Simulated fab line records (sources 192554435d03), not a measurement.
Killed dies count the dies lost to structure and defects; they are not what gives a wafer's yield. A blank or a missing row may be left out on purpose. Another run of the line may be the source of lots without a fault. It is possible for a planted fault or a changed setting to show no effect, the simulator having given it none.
Lot-split experiment :: flow n5-finfet :: 7 lots, 39 wafers read, on a route of 1938 steps

SPLIT DETAILS
At N5_FIN_CUT_ETCH_21 (etches SOC in N2/H2, target depth 219 nm, overetch 43.8 nm, time 523.5 s), the setting time-s was moved away from the recipe's 523.5 s on 15 of the 39 wafers read, by -30.3% to +59.8%. The other wafers ran this setting at the recipe's value.

FROM THE SPLIT TO THE READING: what the file shows between them, 5 steps
- N5_FIN_CUT_STRIP_23: strips in N2/H2
- N5_FIN_CUT_STRIP_31: strips in N2/H2
- N5_FIN_CUT_CUT_ETCH_27: etches SiO2 in CHF3/O2, target depth 4 nm, overetch 2 nm, time 4.9 s
- N5_FIN_CUT_PRECLEAN_35: cleans in vHF, time 13.3 s
- N5_FIN_CUT_CUT_ETCH_15: etches Si in HBr/Cl2/O2, target depth 100 nm, bt time 10 s, time 42.4 s

THE READING
FIN_CUT.cd-offset-nm (the simulator's own value, which no gauge read), in nm, at N5_FIN_CUT_CUT_ETCH_28 (etches Si in HBr/Cl2/O2, target depth 6 nm, time 2.4 s). No usual value for it is given in the file. Across the 24 wafers here that went through the recipe, the average is -0.3 nm and the standard deviation 0.58 nm.

wafer: L075.1
tool, chamber at the split: rie-diel-03, 3
time-s as run, s: 365
against the recipe: -30.3%
FIN_CUT.cd-offset-nm, nm: -1.4
against lot-mates on the recipe: -1.8

wafer: L075.2
tool, chamber at the split: rie-diel-03, 2
time-s as run, s: 523.5
against the recipe: recipe
FIN_CUT.cd-offset-nm, nm: 0.8
against lot-mates on the recipe: -

wafer: L075.3
tool, chamber at the split: rie-diel-03, 0
time-s as run, s: 365
against the recipe: -30.3%
FIN_CUT.cd-offset-nm, nm: -1.8
against lot-mates on the recipe: -2.2

wafer: L075.4
tool, chamber at the split: rie-diel-03, 1
time-s as run, s: 523.5
against the recipe: recipe
FIN_CUT.cd-offset-nm, nm: 0.2
against lot-mates on the recipe: -

wafer: L075.6
tool, chamber at the split: rie-diel-03, 1
time-s as run, s: 523.5
against the recipe: recipe
FIN_CUT.cd-offset-nm, nm: 0.2
against lot-mates on the recipe: -

wafer: L075.5
tool, chamber at the split: rie-diel-03, 0
time-s as run, s: 365
against the recipe: -30.3%
FIN_CUT.cd-offset-nm, nm: -2
against lot-mates on the recipe: -2.4

wafer: L079.1
tool, chamber at the split: rie-diel-03, 3
time-s as run, s: 523.5
against the recipe: recipe
FIN_CUT.cd-offset-nm, nm: -0.6
against lot-mates on the recipe: -

wafer: L079.2
tool, chamber at the split: rie-diel-03, 0
time-s as run, s: 656.8
against the recipe: +25.5%
FIN_CUT.cd-offset-nm, nm: 1.2
against lot-mates on the recipe: +1.5

wafer: L079.3
tool, chamber at the split: rie-diel-03, 1
time-s as run, s: 656.8
against the recipe: +25.5%
FIN_CUT.cd-offset-nm, nm: 1.4
against lot-mates on the recipe: +1.7

wafer: L079.4
tool, chamber at the split: rie-diel-03, 2
time-s as run, s: 523.5
against the recipe: recipe
FIN_CUT.cd-offset-nm, nm: 0
against lot-mates on the recipe: -

wafer: L079.5
tool, chamber at the split: rie-diel-03, 1
time-s as run, s: 523.5
against the recipe: recipe
FIN_CUT.cd-offset-nm, nm: -0.4
against lot-mates on the recipe: -

wafer: L079.6
tool, chamber at the split: rie-diel-03, 2
time-s as run, s: 656.8
against the recipe: +25.5%
FIN_CUT.cd-offset-nm, nm: 2.2
against lot-mates on the recipe: +2.5

wafer: L083.1
tool, chamber at the split: rie-diel-03, 2
time-s as run, s: 523.5
against the recipe: recipe
FIN_CUT.cd-offset-nm, nm: 0.2
against lot-mates on the recipe: -

wafer: L083.2
tool, chamber at the split: rie-diel-03, 1
time-s as run, s: 523.5
against the recipe: recipe
FIN_CUT.cd-offset-nm, nm: 0
against lot-mates on the recipe: -

wafer: L083.3
tool, chamber at the split: rie-diel-03, 0
time-s as run, s: 836.8
against the recipe: +59.8%
FIN_CUT.cd-offset-nm, nm: 3
against lot-mates on the recipe: +2.7

wafer: L083.4
tool, chamber at the split: rie-diel-03, 3
time-s as run, s: 836.8
against the recipe: +59.8%
FIN_CUT.cd-offset-nm, nm: 3.4
against lot-mates on the recipe: +3.1

wafer: L083.6
tool, chamber at the split: rie-diel-03, 1
time-s as run, s: 836.8
against the recipe: +59.8%
FIN_CUT.cd-offset-nm, nm: 3.4
against lot-mates on the recipe: +3.1

wafer: L083.5
tool, chamber at the split: rie-diel-03, 2
time-s as run, s: 523.5
against the recipe: recipe
FIN_CUT.cd-offset-nm, nm: 0.8
against lot-mates on the recipe: -

wafer: L088.1
tool, chamber at the split: rie-diel-04, 1
time-s as run, s: 748.8
against the recipe: +43.0%
FIN_CUT.cd-offset-nm, nm: 1.4
against lot-mates on the recipe: +2.2

wafer: L088.2
tool, chamber at the split: rie-diel-04, 0
time-s as run, s: 748.8
against the recipe: +43.0%
FIN_CUT.cd-offset-nm, nm: 2.4
against lot-mates on the recipe: +3.2

wafer: L088.3
tool, chamber at the split: rie-diel-04, 3
time-s as run, s: 523.5
against the recipe: recipe
FIN_CUT.cd-offset-nm, nm: -0.6
against lot-mates on the recipe: -

wafer: L088.4
tool, chamber at the split: rie-diel-04, 2
time-s as run, s: 748.8
against the recipe: +43.0%
FIN_CUT.cd-offset-nm, nm: 1.8
against lot-mates on the recipe: +2.6

wafer: L088.5
tool, chamber at the split: rie-diel-04, 2
time-s as run, s: 523.5
against the recipe: recipe
FIN_CUT.cd-offset-nm, nm: -0.8
against lot-mates on the recipe: -

wafer: L088.6
tool, chamber at the split: rie-diel-04, 1
time-s as run, s: 523.5
against the recipe: recipe
FIN_CUT.cd-offset-nm, nm: -1
against lot-mates on the recipe: -

wafer: L090.1
tool, chamber at the split: rie-diel-03, 1,3,3
time-s as run, s: 523.5
against the recipe: recipe
FIN_CUT.cd-offset-nm, nm: -1
against lot-mates on the recipe: -

wafer: L090.2
tool, chamber at the split: rie-diel-03, 0
time-s as run, s: 523.5
against the recipe: recipe
FIN_CUT.cd-offset-nm, nm: -1
against lot-mates on the recipe: -

wafer: L090.4
tool, chamber at the split: rie-diel-03, 1,3,3
time-s as run, s: 523.5
against the recipe: recipe
FIN_CUT.cd-offset-nm, nm: -1
against lot-mates on the recipe: -

wafer: L090.5
tool, chamber at the split: rie-diel-03, 1
time-s as run, s: 523.5
against the recipe: recipe
FIN_CUT.cd-offset-nm, nm: -1
against lot-mates on the recipe: -

wafer: L090.3
tool, chamber at the split: rie-diel-03, 1,3,3
time-s as run, s: 523.5
against the recipe: recipe
FIN_CUT.cd-offset-nm, nm: -0.8
against lot-mates on the recipe: -

wafer: L090.6
tool, chamber at the split: rie-diel-03, 0
time-s as run, s: 523.5
against the recipe: recipe
FIN_CUT.cd-offset-nm, nm: -1.2
against lot-mates on the recipe: -

wafer: L091.1
tool, chamber at the split: rie-diel-04, 0,3
time-s as run, s: 523.5
against the recipe: recipe
FIN_CUT.cd-offset-nm, nm: 0
against lot-mates on the recipe: -

wafer: L091.2
tool, chamber at the split: rie-diel-04, 0,3
time-s as run, s: 523.5
against the recipe: recipe
FIN_CUT.cd-offset-nm, nm: -0.4
against lot-mates on the recipe: -

wafer: L091.3
tool, chamber at the split: rie-diel-04, 2
time-s as run, s: 523.5
against the recipe: recipe
FIN_CUT.cd-offset-nm, nm: -0.4
against lot-mates on the recipe: -

wafer: L091.4
tool, chamber at the split: rie-diel-04, 1
time-s as run, s: 755.3
against the recipe: +44.3%
FIN_CUT.cd-offset-nm, nm: 2.2
against lot-mates on the recipe: +2.5

wafer: L091.5
tool, chamber at the split: rie-diel-04, 0
time-s as run, s: 755.3
against the recipe: +44.3%
FIN_CUT.cd-offset-nm, nm: 2.8
against lot-mates on the recipe: +3.1

wafer: L091.6
tool, chamber at the split: rie-diel-04, 3
time-s as run, s: 755.3
against the recipe: +44.3%
FIN_CUT.cd-offset-nm, nm: 2.8
against lot-mates on the recipe: +3.1

wafer: L092.1
tool, chamber at the split: rie-diel-06, 1
time-s as run, s: 523.5
against the recipe: recipe
FIN_CUT.cd-offset-nm, nm: 0
against lot-mates on the recipe: -

wafer: L092.6
tool, chamber at the split: rie-diel-06, 1
time-s as run, s: 523.5
against the recipe: recipe
FIN_CUT.cd-offset-nm, nm: 0
against lot-mates on the recipe: -

wafer: L092.5
tool, chamber at the split: rie-diel-06, 2
time-s as run, s: 523.5
against the recipe: recipe
FIN_CUT.cd-offset-nm, nm: 0.4
against lot-mates on the recipe: -
If several chambers appear in one row, that row covers several wafers at once and the file leaves open which wafer was in which chamber.

FIT RESULTS
A straight line over all 39 wafers: FIN_CUT.cd-offset-nm changes by +0.0579 nm for each +1% of time-s; r = +0.93; the points scatter about the line by 0.55 nm.
The same after taking each lot's own level away (the mean of its wafers on the recipe; 39 wafers): +0.0595 nm for each +1%; r = +0.97; scatter 0.37 nm.
Per that fit: largest time-s move, reading shift of 3.6 nm.
The span of the lots' own levels, -1.00 to 0.40 nm, comes to 2.4 times the standard deviation stated above.
Hence the lot-to-lot level has little effect on the slope; both slopes agree.
Check: with one of the wafers moved furthest among these (+59.8%) left out of the fit, the line predicts +3.68 nm for it against its lot-mates. Against them it came out at +2.67 nm.

ADDITIONAL SPLITS CARRIED BY THESE WAFERS
Note: prior to the reading, these wafers also went through further splits. Each is held against what the fit with the lots' levels taken away leaves over:
other split on the same wafers: N5_ZERO_LAYER_DEVELOP_10 develop-time-s
wafers away from the commonest value: 15
r with FIN_CUT.cd-offset-nm (lot level and that fit taken away): -0.09

THE WHOLE CHAIN: every reading that the file lists as answering this split, in the file's order
step: N5_FIN_CUT_ETCH_21
what it does: etches SOC in N2/H2, target depth 219 nm, overetch 43.8 nm, time 523.5 s
reading: SiARC_of_FIN_CUT_COAT_19.thk-nm (the simulator's own value, which no gauge read)
change (the file's fit): -0.077 nm for each +1% of the setting
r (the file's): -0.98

step: N5_FIN_CUT_ETCH_21
what it does: etches SOC in N2/H2, target depth 219 nm, overetch 43.8 nm, time 523.5 s
reading: FIN_CUT.cd-offset-nm (the simulator's own value, which no gauge read)
change (the file's fit): +0.0569 nm for each +1% of the setting
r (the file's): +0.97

step: N5_FIN_CUT_CUT_ETCH_15
what it does: etches Si in HBr/Cl2/O2, target depth 100 nm, bt time 10 s, time 42.4 s
reading: FIN_CUT.cd-offset-nm (the simulator's own value, which no gauge read)
change (the file's fit): +0.0582 nm for each +1% of the setting
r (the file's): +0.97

step: N5_FIN_CUT_CUT_ETCH_28
what it does: etches Si in HBr/Cl2/O2, target depth 6 nm, time 2.4 s
reading: FIN_CUT.cd-offset-nm (the simulator's own value, which no gauge read)
change (the file's fit): +0.0593 nm for each +1% of the setting
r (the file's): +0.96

THE FILE'S OWN FIT
FIN_CUT.cd-offset-nm changes by +0.0593 nm for each +1% of time-s, r = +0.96.
